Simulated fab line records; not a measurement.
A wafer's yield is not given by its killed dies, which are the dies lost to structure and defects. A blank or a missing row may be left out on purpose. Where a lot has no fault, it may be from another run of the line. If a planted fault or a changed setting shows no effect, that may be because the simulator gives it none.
Chamber matching    flow n5Finfet    N5_BEOL_M2_ETCH_69 on rieDiel-05 has 4 sister chambers
The step etches SiARC in CF4, target depth 15.6 nm, time 26 s. 20 wafers are shown with their chamber, then 10 later ones without.

== WAFERS WITH THEIR CHAMBER ==
wafer   chamber  showerheadPlenumPTorr (Torr)  drypumpMotorCurrentA (A)  throttleValvePct (%)
L077.2  3        2.08                          6.0                       15.75
L077.5  3        2.08                          6.0                       15.74
L077.6  0        2.26                          5.7                       15.68
L082.2  2        2.20                          6.1                       15.91
L082.3  0        2.25                          5.7                       15.68
L082.5  3        2.08                          5.9                       15.77
L084.2  1        2.14                          6.6                       15.47
L084.4  2        2.20                          6.1                       15.94
L084.5  3        2.07                          6.0                       15.76
L088.1  2        2.20                          6.0                       15.96
L088.2  1        2.14                          6.6                       15.49
L088.4  0        2.25                          5.7                       15.69
L087.1  1        2.14                          6.6                       15.50
L087.4  0        2.25                          5.7                       15.70
L087.6  0        2.25                          5.7                       15.70
L090.2  2        2.20                          6.0                       15.95
L090.3  0        2.25                          5.7                       15.72
L090.6  3        2.07                          6.0                       15.82
L092.1  3        2.07                          5.9                       15.82
L092.2  1        2.14                          6.6                       15.54

SIGNATURES, as means of the wafers listed above
reading                chamber 0  chamber 1  chamber 2  chamber 3  scatter within a chamber
showerheadPlenumPTorr  2.2517     2.1400     2.2000     2.0750     0.00382
drypumpMotorCurrentA   5.700      6.600      6.050      5.967      0.0382
throttleValvePct       15.6950    15.5000    15.9400    15.7767    0.0266
Rule: a wafer lies at a distance from a chamber equal to the root of the sum of squares, over the readings, of (its reading less the chamber's mean, divided by the reading's scatter). The wafer belongs to the nearest chamber; if the next one is less than 2 further off, it can't be placed. How the scatter is found: for the shown wafers, subtract from each reading the mean of its chamber, square and add these, divide the total by (wafers less chambers), then take the root.

== WAFERS WITHOUT THEIR CHAMBER ==
wafer   showerheadPlenumPTorr (Torr)  drypumpMotorCurrentA (A)  throttleValvePct (%)
L092.6  2.07                          5.9                       15.83
L091.1  2.13                          6.6                       15.54
L091.3  2.24                          5.7                       15.75
L091.6  2.24                          5.7                       15.75
L095.4  2.06                          6.0                       15.83
L095.5  2.06                          6.0                       15.84
L095.6  2.24                          5.7                       15.73
L096.2  2.19                          6.0                       16.00
L096.3  2.24                          5.7                       15.75
L096.6  2.13                          6.6                       15.56

== THE CHAMBER EACH PASSED THROUGH ==
wafer   from the rows above  in truth
L092.6  3                    3
L091.1  1                    1
L091.3  0                    0
L091.6  0                    0
L095.4  3                    3
L095.5  3                    3
L095.6  0                    0
L096.2  2                    2
L096.3  0                    0
L096.6  1                    1
Placed correctly: 10 of 10. From these rows, 0 cannot be placed. 0 placed wrongly.
